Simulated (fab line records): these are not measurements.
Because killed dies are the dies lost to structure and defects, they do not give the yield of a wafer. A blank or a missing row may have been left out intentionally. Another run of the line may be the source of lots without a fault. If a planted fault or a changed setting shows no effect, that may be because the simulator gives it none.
Chamber matching / flow n5_finfet / 4 sister chambers for N5_BEOL_M2_ALD_84 on ald_metal-04
The step deposits TaN, pulse time 2 s, purge time 3 s, co reactant purge time 2 s. 8 wafers are shown with their chamber, then 7 later ones without.

== WAFERS PAIRED WITH THEIR CHAMBERS ==
wafer=L079.1; chamber=0; heater_power_w (W)=395
wafer=L081.5; chamber=1; heater_power_w (W)=440
wafer=L086.4; chamber=1; heater_power_w (W)=444
wafer=L086.6; chamber=2; heater_power_w (W)=361
wafer=L089.3; chamber=0; heater_power_w (W)=401
wafer=L089.5; chamber=3; heater_power_w (W)=531
wafer=L090.2; chamber=3; heater_power_w (W)=537
wafer=L090.3; chamber=2; heater_power_w (W)=369

== WAFERS MISSING THEIR CHAMBER ==
wafer=L090.4; heater_power_w (W)=389
wafer=L091.3; heater_power_w (W)=375
wafer=L091.4; heater_power_w (W)=438
wafer=L091.6; heater_power_w (W)=366
wafer=L097.1; heater_power_w (W)=441
wafer=L097.3; heater_power_w (W)=393
wafer=L097.5; heater_power_w (W)=428

== WHICH CHAMBER EACH WENT THROUGH ==
wafer=L090.4; from the rows above=0; in truth=0
wafer=L091.3; from the rows above=2; in truth=2
wafer=L091.4; from the rows above=1; in truth=1
wafer=L091.6; from the rows above=2; in truth=2
wafer=L097.1; from the rows above=1; in truth=1
wafer=L097.3; from the rows above=0; in truth=0
wafer=L097.5; from the rows above=1; in truth=1
7 of 7 placed correctly. Left unplaced by these rows: 0. 0 placed wrongly.
How it was worked out, from the rows above alone: a wafer's distance from a chamber is the root of the sum, over the readings, of the square of ((its reading less the chamber's mean) divided by the reading's scatter). If the next closest chamber is less than 2 further off than the closest, the wafer can't be placed; otherwise it belongs to the closest. A chamber's mean is the mean of its shown wafers. The scatter is the square root of a quotient: the sum, over the shown wafers, of each reading's squared deviation from its chamber's mean, divided by wafers minus chambers.
